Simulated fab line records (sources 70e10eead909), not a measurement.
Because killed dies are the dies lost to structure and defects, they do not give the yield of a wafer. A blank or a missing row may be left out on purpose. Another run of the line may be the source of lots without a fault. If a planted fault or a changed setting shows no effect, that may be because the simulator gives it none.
Chamber matching ; flow nand-harc ; rie-diel-11 running NHARC_A_CONTACT_DESCUM_74: 4 sister chambers
The step chemistry O2, time 3 s. 4 wafers are shown with their chamber, then 12 later ones without.

WAFERS, EACH WITH ITS CHAMBER
wafer;chamber;showerhead-plenum-p-Torr (Torr)
L088.5;0;1.81
L093.1;3;2.06
L093.3;1;2.06
L093.4;2;2.05

WAFERS WITH NO CHAMBER GIVEN
wafer;showerhead-plenum-p-Torr (Torr)
L095.1;2.06
L095.2;2.06
L095.5;1.80
L096.1;2.05
L096.2;2.06
L096.5;1.80
L094.1;1.80
L094.3;2.06
L094.6;1.80
L097.2;1.80
L097.3;2.06
L097.4;2.05

WHICH CHAMBER EACH ONE RAN IN
wafer;from the rows above;in truth
L095.1;can't be placed: 1 or 3 or 2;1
L095.2;can't be placed: 1 or 3 or 2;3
L095.5;0;0
L096.1;can't be placed: 2 or 1 or 3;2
L096.2;can't be placed: 1 or 3 or 2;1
L096.5;0;0
L094.1;0;0
L094.3;can't be placed: 1 or 3 or 2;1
L094.6;0;0
L097.2;0;0
L097.3;can't be placed: 1 or 3 or 2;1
L097.4;can't be placed: 2 or 1 or 3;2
Placed correctly: 5 of 12. Can't be placed from these rows: 7 (the true chamber is among the candidates in 7). Placed wrongly: 0.
How it was worked out, from the rows above alone: a wafer's distance from a chamber is the root of the sum, over the readings, of the square of ((its reading less the chamber's mean) divided by the reading's scatter). If the next closest chamber is less than 2 further off than the closest, the wafer can't be placed; otherwise it belongs to the closest. The mean given for a chamber averages the wafers shown for that chamber. The scatter: root of mean squared gap, hidden wafer to nearest shown wafer, with one shown wafer a chamber.
